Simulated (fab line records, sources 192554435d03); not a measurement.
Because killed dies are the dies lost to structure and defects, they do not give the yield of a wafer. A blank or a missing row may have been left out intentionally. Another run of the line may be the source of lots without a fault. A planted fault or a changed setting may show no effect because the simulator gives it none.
fab line records	flow n5-finfet
[record] lots = 24	wafers = 72	last-day = 19
route steps=1938 shown BEOL_M4@1044 BEOL_M5@1113
lots that met no fault: taken from a fault-free run of the same line
start-h: the number of hours between the record's first day and the start of the first shown wafer of the lot	wait-h: hours from the lot's prior step to this one	" identical to the entry in the row above	L1.1+2: several wafers, shown together as one row	- either no value or no given start	* or withheld: withheld	< > ~ a bound
route shown NAME@n: NAME is a module with steps in the file, n the number in the route of the first one	usual: average and standard deviation across the fault-free wafers	same: alike in all rows	chamber/n: place in a boat	sites: each site's reading	_std_site: the standard deviation of these	_edge_site: mean of outer sites minus mean of inner sites	radius-mm: for every site, how far away it sits from the centre of the wafer	mask NAME#n: copy n	behind: tool/chamber where the wafer was last shaped	hold: what put the lot on hold/how long, in hours/how the hold closed	device: the transistor (n, p or np) that didn't switch	end of line: at the end of the route, the tests of the same wafers	a step given without rows: its recipe and nothing more	killed: not the wafer's yield, but the dies lost to structure and defects at the first sort	map: a wafer's dies, marking killed ones x, the rest . and places with no die _
set.NAME: the setting the step ran with; set.NAME@STEP: the setting that earlier step ran with	model.NAME: the simulator's own value behind a step, which no gauge read
steps of the route over a sample of lots; a table a step, a row a wafer
services: from which hour (start-h, from the record's first day; less than 0 if before it) a tool's chamber was out of use, for how many hours, and why
[[steps]]
[step N5_BEOL_M4_HM_OPEN_17]
[recipe] chemistry = Cl2/BCl3	target-depth-a = 200	overetch-a = 60	target = TiN	mask-material = SOC	ion-energy-ev = 150	pressure-mtorr = 10	icp-w = 1000	bias-w = 126	Cl2_flow_sccm = 53.25	bcl3-flow-sccm = 21.75	Ar_flow_sccm = 25
[usual] drypump-motor-current-A = 5.8/0.32	oes-product-au = 0.67/0.091	throttle-valve-pct = 22.13/0.25
lot.wafer	tool	chamber	start-h	wait-h	drypump-motor-current-A	oes-product-au	rf-hours-counter-h	throttle-valve-pct
L074.1	rie-metal-01	0	154.00	0.0	5.8	0.52	122	22.57
L074.3	"	0	"	"	5.8	0.53	-	22.58
L074.5	"	0	"	"	5.8	0.52	-	22.58
L075.2	rie-metal-02	1	162.86	0.0	5.7	0.76	7	22.03
L075.4	"	1	"	"	5.6	0.76	-	22.05
L075.5	"	0	"	"	5.9	0.68	-	21.67
L076.3	rie-metal-03	0	167.60	0.1	6.0	0.75	-	22.12
L076.4	"	1	"	"	6.1	0.51	-	22.30
L076.6	"	0	"	"	6.0	0.74	-	22.15
L077.2	rie-metal-03	0	174.66	0.0	6.0	0.74	15	22.13
L077.4	"	0	"	"	6.0	0.75	-	22.13
L077.5	"	1	"	"	6.1	0.51	-	22.32
L078.1	rie-metal-03	1	178.37	0.0	6.2	0.50	128	22.31
L078.3	"	1	"	"	6.1	0.51	-	22.33
L078.5	"	1	"	"	6.2	0.50	-	22.32
L079.1	rie-metal-01	0	182.80	0.0	5.8	0.52	124	22.57
L079.2	"	1	"	"	5.1	0.68	33	22.09
L079.6	"	1	"	"	5.2	0.67	-	22.10
L080.2	rie-metal-02	0	192.37	0.0	6.0	0.67	32	21.67
L080.3	"	0	"	"	5.9	0.68	-	21.67
L080.4	"	1	"	"	5.6	0.75	-	22.04
L082.2	rie-metal-01	1	193.86	0.0	5.1	0.67	33	22.10
L082.3	"	0	"	"	5.8	0.52	-	22.58
L082.4	"	1	"	"	5.1	0.67	-	22.09
L081.2	rie-metal-03	1	201.81	0.0	6.2	0.50	129	22.34
L081.3	"	0	"	"	6.0	0.74	-	22.13
L081.5	"	1	"	"	6.1	0.50	-	22.33
L083.1	rie-metal-01	1	202.95	0.0	5.1	0.66	34	22.10
L083.2	"	0	"	"	5.8	0.52	125	22.58
L083.4	"	1	"	"	5.1	0.67	-	22.13
L084.1	rie-metal-01	0	208.63	0.0	5.8	0.51	126	22.59
L084.2	"	1	"	"	5.2	0.67	34	22.13
L084.4	"	0	"	"	5.8	0.51	-	22.58
L085.2	rie-metal-02	1	273.34	0.0	5.6	0.72	17	22.07
L085.4	"	1	"	"	5.6	0.71	-	22.08
L085.6	"	0	"	"	5.9	0.65	-	21.69
L088.2	rie-metal-01	0	276.95	0.0	5.8	0.80	3	22.26
L088.3	"	0	"	"	5.8	0.79	-	22.27
L088.5	"	0	"	"	5.8	0.78	-	22.25
L095.2	rie-metal-02	1	278.46	0.0	5.6	0.71	17	22.08
L095.5	"	0	"	"	6.0	0.64	-	21.71
L095.6	"	1	"	"	5.7	0.72	-	22.04
L094.3	rie-metal-01	0	278.72	0.1	5.8	0.78	-	22.26
L094.4	"	1	"	"	5.1	0.65	-	22.13
L094.5	"	1	"	"	5.1	0.65	-	22.13
L089.3	rie-metal-03	1	284.99	0.1	6.2	0.79	-	22.00
L089.5	"	1	"	"	6.2	0.79	-	22.01
L089.6	"	0	"	"	6.0	0.70	-	22.17
L090.1	rie-metal-01	1	285.06	0.0	5.1	0.64	42	22.13
L090.3	"	1	"	"	5.1	0.64	-	22.14
L090.6	"	1	"	"	5.1	0.65	-	22.14
L092.2	rie-metal-02	1	285.40	0.0	5.6	0.72	18	22.07
L092.4	"	0	"	"	6.0	0.64	-	21.71
L092.6	"	1	"	"	5.6	0.72	-	22.05
L091.1	rie-metal-03	0	288.60	0.0	6.0	0.69	30	22.20
L091.2	"	1	"	"	6.2	0.78	5	22.00
L091.3	"	1	"	"	6.2	0.78	-	22.02
L093.2	rie-metal-03	0	291.07	0.0	6.0	0.70	31	22.17
L093.3	"	1	"	"	6.2	0.78	-	22.01
L093.6	"	0	"	"	6.0	0.70	-	22.18
L087.1	rie-metal-03	1	295.39	0.0	6.1	0.79	6	22.01
L087.2	"	0	"	"	6.0	0.71	31	22.18
L087.3	"	1	"	"	6.1	0.79	-	22.01
L096.1	rie-metal-01	1	295.55	0.0	5.1	0.66	43	22.12
L096.4	"	0	"	"	5.8	0.78	-	22.27
L096.5	"	0	"	"	5.8	0.77	-	22.27
L086.3	rie-metal-02	0	304.79	0.1	5.9	0.65	-	21.71
L086.4	"	1	"	"	5.6	0.70	-	22.08
L086.5	"	0	"	"	5.9	0.64	-	21.69
L097.1	rie-metal-02	0	319.81	0.0	5.9	0.65	44	21.70
L097.3	"	0	"	"	5.9	0.64	-	21.71
L097.6	"	1	"	"	5.7	0.71	-	22.08
[step N5_BEOL_M4_STRIP_97]
[recipe] chemistry = N2/H2	time-s = 10	power-w = 450	temp-c = 40	pressure-mtorr = 20	rf-frequency-hz = 6e+07	bias-power-w = 7	n2-flow-sccm = 200	h2-flow-sccm = 200
[usual] drypump-motor-current-A = 5.9/0.41	oes-product-au = 0.79/0.077	rf-vpp-V = 59.2/0.89	showerhead-plenum-p-Torr = 2.57/0.11	throttle-valve-pct = 23.69/0.25
lot.wafer	tool	chamber	start-h	wait-h	drypump-motor-current-A	oes-product-au	rf-hours-counter-h	rf-vpp-V	showerhead-plenum-p-Torr	throttle-valve-pct
L074.1	rie-diel-02	3	-	-	6.3	0.91	34	59.6	2.60	23.94
L074.3	"	2	"	"	6.0	0.80	115	57.7	2.66	23.40
L074.5	"	3	"	"	6.3	0.90	-	57.4	2.60	23.95
L075.2	rie-diel-03	1	-	-	5.9	0.86	50	59.9	2.56	23.51
L075.4	"	3	"	"	5.4	0.85	39	60.9	2.70	23.42
L075.5	"	2	"	"	5.0	0.71	-	59.4	2.54	23.96
L076.3	rie-diel-03	2	-	-	5.1	0.72	192	58.4	2.54	23.98
L076.4	"	1	"	"	5.9	0.86	50	60.6	2.56	23.50
L076.6	"	3	"	"	5.4	0.84	-	61.2	2.70	23.40
L077.2	rie-diel-03	1	-	-	5.9	0.84	55	60.7	2.56	23.50
L077.4	"	2	"	"	5.1	0.71	197	59.4	2.54	24.00
L077.5	"	0	"	"	5.7	0.69	-	57.6	2.38	23.74
L078.1	rie-diel-02	0	-	-	6.4	0.73	183	59.6	2.43	23.94
L078.3	"	2	"	"	6.0	0.78	-	59.0	2.65	23.41
L078.5	"	0	"	"	6.4	0.74	-	58.5	2.43	23.96
L079.1	rie-diel-02	1	-	-	6.2	0.92	11	60.2	2.72	23.53
L079.2	"	2	"	"	6.0	0.79	136	59.8	2.65	23.43
L079.6	"	2	"	"	6.0	0.78	-	59.0	2.65	23.41
L080.2	rie-diel-02	1	-	-	6.2	0.91	16	59.7	2.72	23.52
L080.3	"	2	"	"	6.0	0.79	141	59.8	2.65	23.43
L080.4	"	2	"	"	6.0	0.79	-	59.0	2.65	23.43
L082.2	rie-diel-02	2	-	-	6.0	0.78	142	59.8	2.65	23.42
L082.3	"	0	"	"	6.4	0.73	194	57.4	2.42	23.96
L082.4	"	2	"	"	6.0	0.79	-	59.5	2.65	23.44
L081.2	rie-diel-02	1	-	-	6.2	0.90	20	60.1	2.72	23.55
L081.3	"	0	"	"	6.4	0.72	196	58.0	2.42	23.96
L081.5	"	0	"	"	6.4	0.73	-	59.6	2.42	23.95
L083.1	rie-diel-03	2	-	-	5.1	0.72	209	58.7	2.53	24.02
L083.2	"	0	"	"	5.7	0.69	248	58.2	2.38	23.74
L083.4	"	3	"	"	5.4	0.83	56	57.9	2.69	23.42
L084.1	rie-diel-03	0	-	-	5.7	0.68	250	59.7	2.38	23.73
L084.2	"	2	"	"	5.1	0.70	212	59.6	2.53	23.99
L084.4	"	1	"	"	5.9	0.83	69	59.4	2.56	23.54
L088.2	rie-diel-02	3	-	-	6.4	0.84	77	59.5	2.58	24.02
L088.3	"	0	"	"	6.4	0.69	225	59.3	2.41	24.00
L088.5	"	0	"	"	6.4	0.69	-	59.7	2.41	24.00
L095.2	rie-diel-02	2	-	-	6.0	0.76	171	59.1	2.63	23.46
L095.5	"	0	"	"	6.4	0.70	-	58.4	2.41	24.00
L095.6	"	3	"	"	6.3	0.85	-	60.7	2.58	24.01
L094.3	rie-diel-03	2	-	-	5.1	0.69	242	58.2	2.52	24.04
L094.4	"	0	"	"	5.7	0.98	11	59.7	2.69	23.47
L094.5	"	2	"	"	5.1	0.69	-	58.1	2.52	24.05
L090.1	rie-diel-02	2	-	-	6.0	0.76	173	59.5	2.63	23.49
L090.3	"	3	"	"	6.3	0.85	80	58.4	2.58	24.02
L090.6	"	1	"	"	6.2	0.83	-	61.2	2.70	23.57
L085.2	rie-diel-02	2	-	-	6.0	0.75	173	59.6	2.63	23.47
L085.4	"	3	"	"	6.3	0.84	80	59.3	2.58	23.99
L085.6	"	2	"	"	6.0	0.76	-	58.9	2.63	23.47
L089.3	rie-diel-03	3	-	-	5.4	0.79	91	59.3	2.68	23.48
L089.5	"	0	"	"	5.7	0.96	-	57.8	2.69	23.50
L089.6	"	3	"	"	5.4	0.78	-	60.0	2.68	23.49
L092.2	rie-diel-03	0	-	-	5.7	0.96	15	59.2	2.69	23.49
L092.4	"	1	"	"	5.9	0.80	102	57.9	2.54	23.59
L092.6	"	2	"	"	5.1	0.69	-	59.8	2.52	24.04
L091.1	rie-diel-02	2	-	-	6.0	0.75	180	59.1	2.63	23.48
L091.2	"	0	"	"	6.4	0.69	234	59.0	2.41	24.02
L091.3	"	3	"	"	6.3	0.84	86	59.6	2.58	24.02
L087.1	rie-diel-03	0	-	-	5.7	0.95	18	58.0	2.69	23.48
L087.2	"	1	"	"	5.9	0.78	106	59.6	2.54	23.58
L087.3	"	3	"	"	5.4	0.78	94	59.5	2.68	23.49
L093.2	rie-diel-04	1	-	-	6.3	0.84	83	59.7	2.57	23.49
L093.3	"	0	"	"	6.3	0.88	51	58.7	2.46	23.22
L093.6	"	3	"	"	5.3	0.83	-	58.8	2.46	23.16
L096.1	rie-diel-02	1	-	-	6.2	0.83	61	59.2	2.70	23.59
L096.4	"	0	"	"	6.4	0.68	238	56.7	2.41	24.02
L096.5	"	0	"	"	6.4	0.69	-	58.6	2.41	24.00
L086.3	rie-diel-03	0	-	-	5.7	0.95	20	60.5	2.69	23.50
L086.4	"	3	"	"	5.4	0.79	-	59.7	2.68	23.47
L086.5	"	1	"	"	5.9	0.79	-	58.6	2.54	23.57
L097.1	rie-diel-02	3	-	-	6.4	0.82	93	59.1	2.58	24.02
L097.3	"	0	"	"	6.4	0.68	240	59.3	2.40	24.02
L097.6	"	3	"	"	6.3	0.82	-	60.1	2.58	24.03
[step N5_BEOL_M4_SPUTTER_79]
[recipe] material = Cu	target-thk-a = 45	temp-c = -20	chamber-pressure-pa = 0.07	power-w = withheld	time-s = 8.29
[usual] throttle-valve-pct = 29.8/1.1
lot.wafer	tool	chamber	start-h	wait-h	throttle-valve-pct
L074.1	pvd-sputter-03	-	159.79	0.1	30.7
L074.3	"	-	"	"	28.1
L074.5	"	-	"	"	31.0
L075.2	pvd-sputter-02	-	170.64	0.1	29.3
L075.4	"	-	"	"	30.7
L075.5	"	-	"	"	29.3
L076.3	pvd-sputter-03	-	171.24	0.1	29.1
L076.4	"	-	"	"	28.2
L076.6	"	-	"	"	29.1
L077.2	pvd-sputter-01	-	180.15	0.1	31.1
L077.4	"	-	"	"	30.6
L077.5	"	-	"	"	31.4
L078.1	pvd-sputter-03	-	183.31	0.1	30.6
L078.3	"	-	"	"	28.9
L078.5	"	-	"	"	31.0
L079.1	pvd-sputter-02	-	190.00	0.1	30.6
L079.2	"	-	"	"	29.3
L079.6	"	-	"	"	30.5
L080.2	pvd-sputter-03	-	195.63	0.1	30.7
L080.3	"	-	"	"	31.0
L080.4	"	-	"	"	28.9
L082.2	pvd-sputter-02	-	199.15	0.1	28.9
L082.3	"	-	"	"	28.5
L082.4	"	-	"	"	29.2
L081.2	pvd-sputter-02	-	204.20	0.1	28.6
L081.3	"	-	"	"	30.9
L081.5	"	-	"	"	30.4
L083.1	pvd-sputter-02	-	206.24	0.1	30.7
L083.2	"	-	"	"	28.5
L083.4	"	-	"	"	29.1
L084.1	pvd-sputter-02	-	211.60	0.1	28.3
L084.2	"	-	"	"	29.1
L084.4	"	-	"	"	29.1
L088.2	pvd-sputter-03	-	282.39	0.1	31.5
L088.3	"	-	"	"	28.9
L088.5	"	-	"	"	29.1
L095.2	pvd-sputter-02	-	285.01	0.1	28.4
L095.5	"	-	"	"	29.6
L095.6	"	-	"	"	28.3
L094.3	pvd-sputter-01	-	286.71	0.1	30.0
L094.4	"	-	"	"	30.0
L094.5	"	-	"	"	30.3
L090.1	pvd-sputter-03	-	292.66	0.1	28.4
L090.3	"	-	"	"	28.7
L090.6	"	-	"	"	30.9
L085.2	pvd-sputter-01	-	292.80	0.1	30.1
L085.4	"	-	"	"	30.5
L085.6	"	-	"	"	31.4
L089.3	pvd-sputter-03	-	299.71	0.1	28.2
L089.5	"	-	"	"	28.3
L089.6	"	-	"	"	30.6
L092.2	pvd-sputter-03	-	301.55	0.1	28.2
L092.4	"	-	"	"	30.9
L092.6	"	-	"	"	28.2
L091.1	pvd-sputter-01	-	310.77	0.1	30.2
L091.2	"	-	"	"	29.8
L091.3	"	-	"	"	31.6
L087.1	pvd-sputter-02	-	317.42	0.1	28.2
L087.2	"	-	"	"	30.4
L087.3	"	-	"	"	29.1
L093.2	pvd-sputter-03	-	318.22	0.1	28.3
L093.3	"	-	"	"	31.1
L093.6	"	-	"	"	29.0
L096.1	pvd-sputter-03	-	321.94	0.1	30.8
L096.4	"	-	"	"	27.9
L096.5	"	-	"	"	30.9
L086.3	pvd-sputter-03	-	323.78	0.1	30.8
L086.4	"	-	"	"	30.7
L086.5	"	-	"	"	28.7
L097.1	pvd-sputter-01	-	336.81	0.1	30.5
L097.3	"	-	"	"	30.2
L097.6	"	-	"	"	30.3
[step N5_BEOL_M4_ANNEAL_80]
[recipe] temp-c = 400	time-s = 240	ambient = vacuum
[usual] heater-power-w = 840/48
lot.wafer	tool	chamber	start-h	wait-h	heater-power-w
L074.1	pvd-sputter-03	-	159.87	0.0	893
L074.3	"	-	"	"	873
L074.5	"	-	"	"	897
L075.2	pvd-sputter-02	-	170.72	0.0	851
L075.4	"	-	"	"	783
L075.5	"	-	"	"	870
L076.3	pvd-sputter-03	-	171.32	0.0	866
L076.4	"	-	"	"	876
L076.6	"	-	"	"	893
L077.2	pvd-sputter-01	-	180.23	0.0	749
L077.4	"	-	"	"	813
L077.5	"	-	"	"	740
L078.1	pvd-sputter-03	-	183.39	0.0	912
L078.3	"	-	"	"	865
L078.5	"	-	"	"	878
L079.1	pvd-sputter-02	-	190.08	0.0	782
L079.2	"	-	"	"	803
L079.6	"	-	"	"	789
L080.2	pvd-sputter-03	-	195.71	0.0	920
L080.3	"	-	"	"	811
L080.4	"	-	"	"	889
L082.2	pvd-sputter-02	-	199.23	0.0	878
L082.3	"	-	"	"	811
L082.4	"	-	"	"	807
L081.2	pvd-sputter-02	-	204.28	0.0	813
L081.3	"	-	"	"	797
L081.5	"	-	"	"	777
L083.1	pvd-sputter-02	-	206.32	0.0	792
L083.2	"	-	"	"	810
L083.4	"	-	"	"	859
L084.1	pvd-sputter-02	-	211.68	0.0	801
L084.2	"	-	"	"	882
L084.4	"	-	"	"	783
L088.2	pvd-sputter-03	-	282.47	0.0	818
L088.3	"	-	"	"	885
L088.5	"	-	"	"	878
L095.2	pvd-sputter-02	-	285.09	0.0	827
L095.5	"	-	"	"	888
L095.6	"	-	"	"	785
L094.3	pvd-sputter-01	-	286.79	0.0	819
L094.4	"	-	"	"	868
L094.5	"	-	"	"	793
L090.1	pvd-sputter-03	-	292.74	0.0	894
L090.3	"	-	"	"	889
L090.6	"	-	"	"	885
L085.2	pvd-sputter-01	-	292.88	0.0	873
L085.4	"	-	"	"	818
L085.6	"	-	"	"	743
L089.3	pvd-sputter-03	-	299.79	0.0	895
L089.5	"	-	"	"	889
L089.6	"	-	"	"	906
L092.2	pvd-sputter-03	-	301.63	0.0	877
L092.4	"	-	"	"	857
L092.6	"	-	"	"	904
L091.1	pvd-sputter-01	-	310.85	0.0	793
L091.2	"	-	"	"	866
L091.3	"	-	"	"	753
L087.1	pvd-sputter-02	-	317.50	0.0	789
L087.2	"	-	"	"	792
L087.3	"	-	"	"	869
L093.2	pvd-sputter-03	-	318.30	0.0	899
L093.3	"	-	"	"	825
L093.6	"	-	"	"	885
L096.1	pvd-sputter-03	-	322.02	0.0	861
L096.4	"	-	"	"	897
L096.5	"	-	"	"	886
L086.3	pvd-sputter-03	-	323.86	0.0	891
L086.4	"	-	"	"	896
L086.5	"	-	"	"	887
L097.1	pvd-sputter-01	-	336.89	0.0	845
L097.3	"	-	"	"	792
L097.6	"	-	"	"	865
[step N5_BEOL_M5_CURE_79]
[recipe] temp-c = 385	time-s = 240	ambient = He/Ar	material = SiCOH_lowk
[usual] lamp-power-pct = 52.31/0.048	wafer_temp_C_max = 387.3/0.84
lot.wafer	tool	chamber	start-h	wait-h	lamp-power-pct	wafer_temp_C_max
L074.1	uv-cure-03	0	163.45	0.0	52.29	387.2
L074.3	"	0	"	"	52.24	388.0
L074.5	"	0	"	"	52.40	389.7
L075.2	uv-cure-03	1	174.55	0.2	52.36	387.1
L075.4	"	1	"	"	52.36	386.5
L075.5	"	1	"	"	52.30	387.2
L076.3	uv-cure-01	0	175.06	0.2	52.32	389.6
L076.4	"	0	"	"	52.35	388.8
L076.6	"	0	"	"	52.38	388.3
L077.2	uv-cure-02	1	183.95	0.1	52.39	388.3
L077.4	"	1	"	"	52.27	387.4
L077.5	"	1	"	"	52.34	387.4
L078.1	uv-cure-01	2	187.06	0.0	52.29	387.6
L078.3	"	2	"	"	52.31	387.8
L078.5	"	2	"	"	52.27	387.8
L079.1	uv-cure-01	0	193.81	0.1	52.31	389.3
L079.2	"	0	"	"	52.33	388.3
L079.6	"	0	"	"	52.35	387.9
L080.2	uv-cure-02	1	199.46	0.2	52.30	388.3
L080.3	"	1	"	"	52.32	387.1
L080.4	"	1	"	"	52.27	387.3
L082.2	uv-cure-02	0	203.19	0.1	52.35	387.3
L082.3	"	0	"	"	52.30	387.4
L082.4	"	0	"	"	52.31	387.2
L081.2	uv-cure-02	1	208.22	0.1	52.28	386.9
L081.3	"	1	"	"	52.32	387.3
L081.5	"	1	"	"	52.25	388.6
L083.1	uv-cure-01	1	209.93	0.0	52.32	386.4
L083.2	"	1	"	"	52.35	386.7
L083.4	"	1	"	"	52.33	386.9
L084.1	uv-cure-01	1	215.31	0.1	52.30	386.6
L084.2	"	1	"	"	52.32	386.8
L084.4	"	1	"	"	52.39	386.6
L088.2	uv-cure-01	2	286.21	0.1	52.25	387.4
L088.3	"	2	"	"	52.31	387.8
L088.5	"	2	"	"	52.34	388.0
L095.2	uv-cure-03	0	289.08	0.1	52.34	387.5
L095.5	"	0	"	"	52.25	387.5
L095.6	"	0	"	"	52.36	387.3
L094.3	uv-cure-01	1	290.56	0.2	52.31	387.2
L094.4	"	1	"	"	52.28	386.1
L094.5	"	1	"	"	52.33	386.6
L090.1	uv-cure-03	2	296.32	0.0	52.26	385.8
L090.3	"	2	"	"	52.30	385.8
L090.6	"	2	"	"	52.31	385.4
L085.2	uv-cure-01	0	296.56	0.1	52.36	388.8
L085.4	"	0	"	"	52.40	387.2
L085.6	"	0	"	"	52.35	388.4
L089.3	uv-cure-01	1	303.71	0.4	52.25	386.5
L089.5	"	1	"	"	52.27	387.0
L089.6	"	1	"	"	52.36	386.7
L092.2	uv-cure-03	1	308.65	0.1	52.25	387.2
L092.4	"	1	"	"	52.27	387.0
L092.6	"	1	"	"	52.31	387.8
L091.1	uv-cure-01	1	314.44	0.0	52.30	385.9
L091.2	"	1	"	"	52.33	386.5
L091.3	"	1	"	"	52.28	386.2
L087.1	uv-cure-02	0	321.08	0.0	52.26	387.2
L087.2	"	0	"	"	52.26	387.1
L087.3	"	0	"	"	52.29	387.4
L093.2	uv-cure-03	0	321.99	0.1	52.33	387.9
L093.3	"	0	"	"	52.26	388.9
L093.6	"	0	"	"	52.31	387.6
L096.1	uv-cure-02	1	325.61	0.0	52.34	387.8
L096.4	"	1	"	"	52.26	387.0
L096.5	"	1	"	"	52.31	387.9
L086.3	uv-cure-02	1	327.84	0.2	52.32	386.7
L086.4	"	1	"	"	52.26	387.4
L086.5	"	1	"	"	52.40	387.1
L097.1	uv-cure-03	1	341.70	0.0	52.29	386.8
L097.3	"	1	"	"	52.50	386.7
L097.6	"	1	"	"	52.26	386.3
[step N5_BEOL_M5_ETCH_68]
[recipe] chemistry = N2/H2	target = SOC	target-depth-a = 800	overetch-a = 160	mask-material = SiARC	temp-c = 40	time-s = 120	ion-energy-ev = 200	pressure-mtorr = 30	source-w = 840	bias-w = 150	n2-flow-sccm = 200	h2-flow-sccm = 200
[usual] drypump-motor-current-A = 5.6/0.71	oes-product-au = 0.58/0.061	rf-vpp-V = 524.2/2.8	showerhead-plenum-p-Torr = 2.55/0.1	throttle-valve-pct = 17.91/0.2
lot.wafer	tool	chamber	start-h	wait-h	drypump-motor-current-A	oes-product-au	rf-hours-counter-h	rf-vpp-V	showerhead-plenum-p-Torr	throttle-valve-pct
L074.1	rie-diel-05	0	169.53	0.0	6.7	0.54	200	520.9	2.40	18.16
L074.3	"	1	"	"	6.7	0.57	155	520.6	2.43	17.93
L074.5	"	0	"	"	6.7	0.54	-	520.1	2.40	18.15
L076.3	rie-diel-01	2	178.42	0.0	5.6	0.59	149	523.8	2.52	17.93
L076.4	"	3	"	"	4.7	0.54	225	521.9	2.51	18.11
L076.6	"	3	"	"	4.7	0.54	-	522.2	2.51	18.11
L075.2	rie-diel-01	1	179.54	0.0	5.2	0.52	227	526.3	2.61	17.77
L075.4	"	2	"	"	5.5	0.59	150	524.4	2.52	17.90
L075.5	"	2	"	"	5.5	0.58	-	524.2	2.52	17.90
L077.2	rie-diel-01	1	187.90	0.0	5.2	0.52	230	525.8	2.61	17.79
L077.4	"	2	"	"	5.6	0.59	153	523.5	2.52	17.91
L077.5	"	2	"	"	5.6	0.59	-	521.9	2.52	17.94
L078.1	rie-diel-05	2	190.83	0.0	5.3	0.55	208	525.9	2.62	17.87
L078.3	"	1	"	"	6.7	0.56	165	520.5	2.42	17.95
L078.5	"	0	"	"	6.7	0.53	-	520.3	2.40	18.17
L079.1	rie-diel-05	0	197.13	0.0	6.7	0.54	212	520.5	2.39	18.18
L079.2	"	3	"	"	5.0	0.69	26	528.0	2.72	17.80
L079.6	"	3	"	"	4.9	0.69	-	528.7	2.72	17.82
L080.2	rie-diel-01	1	203.13	0.0	5.2	0.52	235	526.7	2.61	17.79
L080.3	"	2	"	"	5.5	0.59	158	523.4	2.52	17.94
L080.4	"	3	"	"	4.7	0.53	234	522.9	2.51	18.12
L082.2	rie-diel-05	3	205.94	0.0	4.9	0.69	28	527.2	2.72	17.82
L082.3	"	0	"	"	6.7	0.53	215	521.9	2.39	18.18
L082.4	"	2	"	"	5.3	0.54	214	525.8	2.62	17.89
L081.2	rie-diel-01	0	210.91	0.0	5.0	0.58	168	527.0	2.64	18.10
L081.3	"	2	"	"	5.6	0.58	160	524.2	2.52	17.93
L081.5	"	2	"	"	5.5	0.58	-	521.6	2.52	17.93
L083.1	rie-diel-05	2	212.31	0.0	5.3	0.54	216	526.0	2.62	17.87
L083.2	"	3	"	"	4.9	0.68	30	528.8	2.72	17.81
L083.4	"	1	"	"	6.7	0.56	172	520.2	2.42	17.96
L084.1	rie-diel-01	3	218.13	0.0	4.7	0.53	238	523.3	2.50	18.15
L084.2	"	0	"	"	5.0	0.58	171	525.7	2.64	18.08
L084.4	"	2	"	"	5.5	0.58	162	524.9	2.52	17.93
L088.2	rie-diel-05	2	288.58	0.0	5.3	0.53	237	525.2	2.61	17.90
L088.3	"	0	"	"	6.7	0.52	239	521.3	2.38	18.23
L088.5	"	1	"	"	6.7	0.54	-	521.9	2.41	18.02
L095.2	rie-diel-05	1	293.83	0.0	6.7	0.55	195	520.8	2.41	18.02
L095.5	"	0	"	"	6.7	0.52	-	520.5	2.38	18.23
L095.6	"	3	"	"	4.9	0.65	-	527.2	2.71	17.85
L094.3	rie-diel-01	2	297.61	0.0	5.5	0.57	190	521.4	2.51	17.97
L094.4	"	2	"	"	5.5	0.57	-	523.4	2.51	17.99
L094.5	"	0	"	"	5.0	0.57	-	526.3	2.63	18.12
L085.2	rie-diel-05	3	301.37	0.0	5.0	0.65	55	527.0	2.71	17.85
L085.4	"	0	"	"	6.7	0.52	242	519.5	2.38	18.23
L085.6	"	1	"	"	6.7	0.54	-	520.3	2.41	18.03
L090.1	rie-diel-06	1	301.75	0.0	5.4	0.54	221	523.5	2.50	17.90
L090.3	"	2	"	"	6.5	0.65	38	521.9	2.49	17.53
L090.6	"	1	"	"	5.4	0.54	-	523.5	2.50	17.89
L089.3	rie-diel-01	0	309.02	0.0	5.0	0.56	200	525.3	2.63	18.14
L089.5	"	1	"	"	5.2	0.72	-	524.8	2.60	17.45
L089.6	"	0	"	"	5.0	0.56	-	525.8	2.63	18.14
L092.2	rie-diel-05	1	311.71	0.0	6.7	0.55	198	519.2	2.41	18.02
L092.4	"	0	"	"	6.7	0.52	243	519.5	2.38	18.25
L092.6	"	1	"	"	6.7	0.54	-	519.8	2.41	18.01
L091.1	rie-diel-06	1	318.23	0.0	5.4	0.53	224	523.6	2.50	17.92
L091.2	"	3	"	"	5.5	0.55	210	523.5	2.51	18.01
L091.3	"	0	"	"	6.4	0.60	109	528.3	2.67	17.59
L087.1	rie-diel-06	0	323.88	0.0	6.4	0.60	110	526.2	2.67	17.58
L087.2	"	2	"	"	6.5	0.65	43	523.1	2.49	17.52
L087.3	"	3	"	"	5.5	0.55	211	523.8	2.51	18.02
L096.1	rie-diel-01	3	328.11	0.0	4.7	0.72	8	521.2	2.49	17.72
L096.4	"	1	"	"	5.2	0.71	12	525.4	2.59	17.46
L096.5	"	1	"	"	5.2	0.71	-	525.0	2.59	17.47
L093.2	rie-diel-06	2	328.45	0.0	6.5	0.64	44	522.1	2.49	17.54
L093.3	"	3	"	"	5.4	0.54	212	521.9	2.51	18.01
L093.6	"	1	"	"	5.4	0.55	-	524.7	2.50	17.92
L086.3	rie-diel-06	0	335.44	0.0	6.4	0.60	113	526.7	2.67	17.60
L086.4	"	2	"	"	6.5	0.64	46	521.1	2.49	17.54
L086.5	"	2	"	"	6.5	0.64	-	523.6	2.49	17.53
L097.1	rie-diel-05	0	344.77	0.0	6.7	0.52	247	519.9	2.38	18.25
L097.3	"	2	"	"	5.3	0.53	245	526.4	2.61	17.94
L097.6	"	3	"	"	5.0	0.65	-	529.2	2.70	17.88
[[services]]
tool	chamber	start-h	hours	kind
uv-cure-01	-	141.68	1.8	repair
rie-metal-01	1	141.82	15.0	repair
rie-metal-02	-	144.10	1.1	repair
uv-cure-01	-	145.14	1.0	pm
uv-cure-01	-	154.55	6.0	pm
rie-diel-02	1	162.01	21.4	repair
rie-metal-02	-	165.01	0.2	repair
rie-diel-05	2	167.42	14.2	repair
uv-cure-02	-	173.56	2.8	pm
rie-diel-02	3	179.16	26.0	repair
rie-metal-03	1	192.54	5.3	repair
rie-metal-03	-	204.44	0.5	repair
rie-metal-02	-	205.98	2.8	pm
rie-metal-02	1	239.77	14.1	repair
rie-diel-03	-	246.82	1.1	repair
rie-diel-05	-	253.99	4.3	pm
uv-cure-01	-	272.32	13.0	repair
pvd-sputter-01	-	273.00	6.9	repair
rie-diel-05	-	284.08	2.4	repair
uv-cure-01	-	287.82	0.8	repair
rie-diel-01	1	294.48	7.1	repair
pvd-sputter-01	-	303.61	2.6	repair
rie-diel-05	-	320.91	14.6	pm
pvd-sputter-01	-	340.71	0.5	repair
[[key]]
fault none
